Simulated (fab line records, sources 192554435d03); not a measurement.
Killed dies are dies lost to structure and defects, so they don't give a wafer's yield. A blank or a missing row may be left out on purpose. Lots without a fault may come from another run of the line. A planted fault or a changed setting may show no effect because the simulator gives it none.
Which tool did it? | flow n5_finfet | 9 lots, 27 wafers sampled, at 5 steps of a route of 1938

WHAT THE GAUGES READ, wafer by wafer
N5_BEOL_M4_RC_MEAS_101. Usual: DIBL_N 36.4 mV/V, standard deviation 1.5; DIBL_P 35.8 mV/V, standard deviation 1.7; IOFF_N 0.154 nA/um, standard deviation 0.022; IOFF_P 0.21 nA/um, standard deviation 0.031; ION_N 672 uA/um, standard deviation 8.8; ION_P 462 uA/um, standard deviation 7.2; SS_N 71.5 mV/dec, standard deviation 0.53; SS_P 73.2 mV/dec, standard deviation 0.62; VT_N 250.4 mV, standard deviation 2.5; VT_P -250 mV, standard deviation 3.5.
lot  | measured     | on        | DIBL_N (mV/V)  | DIBL_P (mV/V)  | IOFF_N (nA/um)    | IOFF_P (nA/um) | ION_N (uA/um) | ION_P (uA/um) | SS_N (mV/dec)  | SS_P (mV/dec)  | VT_N (mV)         | VT_P (mV)      | flag
L638 | day 7 23:47  | prober-02 | 34.1 34.6 33.9 | 33.9 33.9 33.5 | 0.133 0.134 0.132 | 0.19 0.19 0.19 | 656 662 662   | 460 461 458   | 71.0 71.0 71.2 | 72.6 72.5 71.9 | 250.9 250.6 251.0 | -253 -251 -251 |
L639 | day 8 03:09  | prober-01 | 37.2 38.6 37.5 | 36.9 38.1 36.5 | 0.157 0.177 0.162 | 0.24 0.26 0.23 | 676 668 657   | 464 462 459   | 71.4 71.9 71.5 | 73.3 73.2 73.3 | 248.2 253.6 249.9 | -248 -247 -248 |
L640 | day 8 08:09  | prober-02 | 39.1 37.0 38.7 | 37.5 35.0 37.1 | 0.180 0.145 0.173 | 0.20 0.17 0.19 | 663 666 667   | 450 451 459   | 72.1 71.4 71.7 | 74.1 73.2 73.4 | 247.2 251.9 249.3 | -253 -254 -253 |
L642 | day 8 09:25  | prober-01 | 37.4 35.8 36.6 | 38.2 36.6 37.7 | 0.182 0.152 0.165 | 0.22 0.19 0.20 | 675 682 667   | 460 459 455   | 72.1 71.3 71.5 | 73.6 73.2 73.8 | 249.3 250.6 246.8 | -251 -253 -253 |
L641 | day 8 18:55  | prober-02 | 37.5 35.3 36.6 | 37.0 35.4 36.1 | 0.171 0.139 0.158 | 0.19 0.17 0.17 | 671 667 682   | 453 457 453   | 71.6 71.5 71.3 | 73.5 72.9 73.1 | 251.9 252.9 249.6 | -253 -256 -255 |
L649 | day 11 22:44 | prober-01 | 38.0 37.0 37.2 | 35.9 35.4 35.6 | 0.161 0.153 0.164 | 0.21 0.20 0.21 | 670 677 663   | 460 460 459   | 72.0 70.9 71.4 | 73.3 72.7 73.5 | 250.8 248.7 251.8 | -250 -251 -250 |
L655 | day 12 21:00 | prober-02 | 35.7 35.2 36.8 | 34.0 35.1 36.5 | 0.140 0.140 0.166 | 0.22 0.23 0.26 | 665 661 679   | 466 467 473   | 71.0 71.2 71.3 | 72.2 72.9 73.4 | 254.9 252.9 251.1 | -248 -247 -244 |
L656 | day 12 23:16 | prober-01 | 35.4 38.2 38.8 | 35.9 39.0 39.3 | 0.148 0.212 0.219 | 0.21 0.28 0.29 | 682 695 686   | 465 480 467   | 70.6 71.5 71.9 | 73.6 73.9 73.8 | 249.6 244.6 246.8 | -249 -244 -241 |
L661 | day 14 10:36 | prober-02 | 36.9 37.7 37.4 | 35.3 36.1 35.3 | 0.148 0.170 0.148 | 0.20 0.21 0.19 | 680 679 672   | 458 459 461   | 70.7 72.0 71.9 | 72.9 73.4 72.2 | 251.6 249.5 249.1 | -250 -251 -251 |

WHICH TOOL RAN EACH LOT (tool, then ch and the chambers of the sampled wafers, then the start)
lot  | N5_BEOL_M4_ALD_98                 | N5_BEOL_M4_VIA_ETCH_34             | N5_BEOL_M4_CVD_47                | N5_BEOL_M4_ANNEAL_82
L638 | ald_sin-03 ch 0,1,2, day 7 15:26  | rie_diel-06 ch 0,2,3, day 7 19:08  | cvd_co-01 ch 1,2, day 7 20:21    | pvd_sputter-03, day 7 21:06
L639 | ald_sin-01 ch 1,2, day 7 22:19    | rie_diel-06 ch 0,2,3, day 7 22:36  | cvd_co-02 ch 0,2, day 7 23:53    | pvd_sputter-03, day 8 00:40
L640 | ald_sin-03 ch 0,2, day 8 03:43    | rie_diel-01 ch 0,3, day 8 04:04    | cvd_co-01 ch 0,1, day 8 05:02    | pvd_sputter-02, day 8 05:47
L642 | ald_sin-02 ch 0,2,3, day 8 04:25  | rie_diel-06 ch 2,3, day 8 04:44    | cvd_co-01 ch 1,2, day 8 06:11    | pvd_sputter-03, day 8 07:00
L641 | ald_sin-01 ch 0,1,3, day 8 06:51  | rie_diel-02 ch 1,3, day 8 13:03    | cvd_co-01 ch 1,2, day 8 14:16    | pvd_sputter-02, day 8 16:34
L649 | ald_sin-02 ch 0,2, day 11 12:32   | rie_diel-01 ch 0,1,3, day 11 17:38 | cvd_co-01 ch 0,2, day 11 18:59   | pvd_sputter-01, day 11 20:09
L655 | ald_sin-01 ch 0,1,2, day 12 10:54 | rie_diel-06 ch 0,2,3, day 12 15:21 | cvd_co-02 ch 0,1,2, day 12 16:50 | pvd_sputter-02, day 12 18:38
L656 | ald_sin-01 ch 2,3, day 12 11:13   | rie_diel-01 ch 0,2,3, day 12 18:03 | cvd_co-02 ch 0,1,2, day 12 19:37 | pvd_sputter-01, day 12 20:16
L661 | ald_sin-03 ch 0,3, day 13 22:53   | rie_diel-01 ch 0,1,3, day 14 06:20 | cvd_co-02 ch 0,1, day 14 07:28   | pvd_sputter-01, day 14 08:13
- N5_BEOL_M4_ALD_98: deposits SiO2, target thk 2.5 nm, pulse time 1 s, co reactant pulse time 1 s.
- N5_BEOL_M4_VIA_ETCH_34: etches the open film in C4F6/O2, target depth 69.4 nm, time 65.9 s.
- N5_BEOL_M4_CVD_47: deposits Co from CCTBA/H2, target thk 3 nm, time 223.8 s.
- N5_BEOL_M4_ANNEAL_82: time 240 s.

WHAT THE TOOLS THEMSELVES READ (means of the sampled wafers that have a number; where no wafer has one, the mark that the record gives instead)
N5_BEOL_M4_ALD_98. Usual: heater_power_w 78 W, standard deviation 8.1; precursor_pulse_height_rel 0.999, standard deviation 0.019.
lot  | tool       | heater_power_w (W) | precursor_pulse_height_rel | flag
L638 | ald_sin-03 | 78                 | 1.000                      |
L639 | ald_sin-01 | 75                 | 0.987                      |
L640 | ald_sin-03 | 78                 | 1.005                      |
L642 | ald_sin-02 | 84                 | 1.013                      |
L641 | ald_sin-01 | 76                 | 0.999                      |
L649 | ald_sin-02 | 81                 | 1.008                      |
L655 | ald_sin-01 | 70                 | 0.999                      |
L656 | ald_sin-01 | 79                 | 0.995                      |
L661 | ald_sin-03 | 80                 | 0.986                      |

N5_BEOL_M4_VIA_ETCH_34. Usual: O2_flow_sccm 10.002 sccm, standard deviation 0.029; drypump_motor_current_A 5.5 A, standard deviation 0.44; oes_ar_750_au 0.80 a.u., standard deviation 0.088; oes_f_703_au 0.80 a.u., standard deviation 0.087; oes_product_au 0.80 a.u., standard deviation 0.093; rf_vpp_V 665 V, standard deviation 5.3; showerhead_plenum_p_Torr 2.84 Torr, standard deviation 0.13; throttle_valve_pct 30.83 %, standard deviation 0.23.
lot  | tool        | O2_flow_sccm (sccm) | drypump_motor_current_A (A) | oes_ar_750_au (a.u.) | oes_f_703_au (a.u.) | oes_product_au (a.u.) | rf_vpp_V (V) | showerhead_plenum_p_Torr (Torr) | throttle_valve_pct (%) | flag
L638 | rie_diel-06 | 10.011              | 5.9                         | 0.81                 | 0.80                | 0.81                  | 668          | 2.87                            | 30.80                  |
L639 | rie_diel-06 | 9.989               | 5.9                         | 0.81                 | 0.81                | 0.81                  | 669          | 2.87                            | 30.79                  |
L640 | rie_diel-01 | 9.999               | 5.4                         | 0.86                 | 0.86                | 0.86                  | 664          | 2.84                            | 30.75                  |
L642 | rie_diel-06 | 9.978               | 6.0                         | 0.77                 | 0.76                | 0.77                  | 668          | 2.82                            | 30.91                  |
L641 | rie_diel-02 | 9.977               | 5.5                         | 0.78                 | 0.79                | 0.78                  | 665          | 2.93                            | 30.81                  |
L649 | rie_diel-01 | 10.019              | 5.3                         | 0.88                 | 0.88                | 0.88                  | 666          | 2.88                            | 30.73                  |
L655 | rie_diel-06 | 10.004              | 6.0                         | 0.77                 | 0.76                | 0.78                  | 668          | 2.85                            | 30.83                  |
L656 | rie_diel-01 | 10.027              | 5.2                         | 0.84                 | 0.84                | 0.84                  | 665          | 2.84                            | 30.76                  |
L661 | rie_diel-01 | 10.002              | 5.3                         | 0.84                 | 0.83                | 0.83                  | 665          | 2.87                            | 30.75                  |

N5_BEOL_M4_CVD_47. Usual: run_length_s 247.0 s, standard deviation 0.46.
lot  | tool      | run_length_s (s) | flag
L638 | cvd_co-01 | 247.1            |
L639 | cvd_co-02 | 247.4            |
L640 | cvd_co-01 | 246.9            |
L642 | cvd_co-01 | 247.2            |
L641 | cvd_co-01 | 247.2            |
L649 | cvd_co-01 | 279.7            | OFF
L655 | cvd_co-02 | 246.6            |
L656 | cvd_co-02 | 246.6            |
L661 | cvd_co-02 | 247.4            |

N5_BEOL_M4_ANNEAL_82. Usual: heater_power_w 849 W, standard deviation 79.
lot  | tool           | heater_power_w (W) | flag
L638 | pvd_sputter-03 | 811                |
L639 | pvd_sputter-03 | 792                |
L640 | pvd_sputter-02 | 909                |
L642 | pvd_sputter-03 | 805                |
L641 | pvd_sputter-02 | 917                |
L649 | pvd_sputter-01 | 767                |
L655 | pvd_sputter-02 | 875                |
L656 | pvd_sputter-01 | 817                |
L661 | pvd_sputter-01 | 816                |

THE ANSWER, worked out from the rows above alone
Rule: a lot is off if the mean of its wafers that have a number lies more than 3 standard deviations from the usual mean. A lot without any number at a reading at which 4 lots or more have one is off too. The other lots that the step has rows for count as sound. The gauges are gone through in route order, then the tools' own readings, and for those a lot's mean is taken as printed above. The first step at which some lot is off is used, and at that step the reading that is off furthest; a lot without a number counts as furthest.
Off: L649, at N5_BEOL_M4_CVD_47 (run_length_s).
A tool fits if, at that step or a process step before it, it ran every lot that is off, and no sound lot after the first of them. Can't be told from this: 2 tools fit, ald_sin-02 at N5_BEOL_M4_ALD_98, cvd_co-01 at N5_BEOL_M4_CVD_47.

WHAT THE SIMULATOR HAD PUT IN
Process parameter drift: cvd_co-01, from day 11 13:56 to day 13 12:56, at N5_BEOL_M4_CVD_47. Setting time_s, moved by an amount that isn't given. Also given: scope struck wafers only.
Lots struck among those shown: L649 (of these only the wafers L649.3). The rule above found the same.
